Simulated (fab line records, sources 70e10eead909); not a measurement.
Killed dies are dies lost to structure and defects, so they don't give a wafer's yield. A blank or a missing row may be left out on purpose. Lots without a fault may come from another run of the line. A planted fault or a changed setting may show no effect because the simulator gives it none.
Chamber matching | flow nand_harc | NHARC_A_STAIRCASE_DESCUM_291 on rie_diel-01: 4 sister chambers
The step chemistry O2, time 3 s. 18 wafers are shown with their chamber, then 9 later ones without.

WAFERS WITH THEIR CHAMBER
wafer  | chamber | drypump_motor_current_A (A) | showerhead_plenum_p_Torr (Torr) | oes_product_au (a.u.)
L074.1 | 0       | 6.4                         | 1.99                            | 0.992
L074.3 | 1       | 5.9                         | 1.78                            | 0.986
L074.5 | 0       | 6.3                         | 1.99                            | 1.006
L083.1 | 3       | 5.8                         | 1.89                            | 1.003
L083.2 | 1       | 5.9                         | 1.78                            | 0.982
L083.5 | 0       | 6.4                         | 1.98                            | 0.998
L083.3 | 0       | 6.4                         | 1.98                            | 0.998
L083.4 | 1       | 6.0                         | 1.78                            | 0.995
L083.6 | 3       | 5.8                         | 1.89                            | 1.001
L088.2 | 1       | 6.0                         | 2.07                            | 0.998
L088.5 | 0       | 6.4                         | 1.98                            | 1.020
L088.6 | 1       | 6.0                         | 2.07                            | 1.002
L091.1 | 3       | 5.8                         | 1.89                            | 1.003
L091.3 | 2       | 5.7                         | 1.83                            | 1.003
L091.5 | 3       | 5.8                         | 1.89                            | 0.999
L092.1 | 1       | 5.9                         | 2.07                            | 0.989
L092.2 | 0       | 6.4                         | 1.98                            | 0.997
L092.4 | 3       | 5.7                         | 1.89                            | 1.004

SIGNATURES (means of the wafers above)
reading                  | chamber 0 | chamber 1 | chamber 2 | chamber 3 | scatter within a chamber
drypump_motor_current_A  | 6.383     | 5.950     | 5.700     | 5.780     | 0.0473
showerhead_plenum_p_Torr | 1.9833    | 1.9250    | 1.8300    | 1.8900    | 0.095
oes_product_au           | 1.00183   | 0.99200   | 1.00300   | 1.00200   | 0.00757
Rule: a wafer's distance from a chamber is the root of the sum, over the readings, of the square of ((its reading less the chamber's mean) divided by the reading's scatter). The wafer belongs to the nearest chamber; if the next one is less than 2 further off, it can't be placed. The scatter: the root of (the sum of the squares of (reading less its chamber's mean) over the shown wafers, divided by (wafers less chambers)).

WAFERS WITHOUT THEIR CHAMBER
wafer  | drypump_motor_current_A (A) | showerhead_plenum_p_Torr (Torr) | oes_product_au (a.u.)
L094.1 | 6.4                         | 1.98                            | 1.010
L094.3 | 5.7                         | 1.83                            | 1.010
L094.5 | 6.4                         | 1.98                            | 1.001
L097.1 | 5.8                         | 1.88                            | 0.998
L097.2 | 6.4                         | 1.98                            | 1.005
L097.3 | 5.9                         | 2.07                            | 0.996
L097.4 | 5.7                         | 1.83                            | 1.009
L097.5 | 5.9                         | 2.07                            | 0.993
L097.6 | 6.4                         | 1.98                            | 1.003

WHICH CHAMBER EACH WENT THROUGH
wafer  | from the rows above     | in truth
L094.1 | 0                       | 0
L094.3 | can't be placed: 2 or 3 | 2
L094.5 | 0                       | 0
L097.1 | can't be placed: 3 or 2 | 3
L097.2 | 0                       | 0
L097.3 | can't be placed: 1 or 3 | 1
L097.4 | can't be placed: 2 or 3 | 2
L097.5 | can't be placed: 1 or 3 | 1
L097.6 | 0                       | 0
Placed correctly: 4 of 9. Can't be placed from these rows: 5 (the true chamber is among the candidates in 5). Placed wrongly: 0.
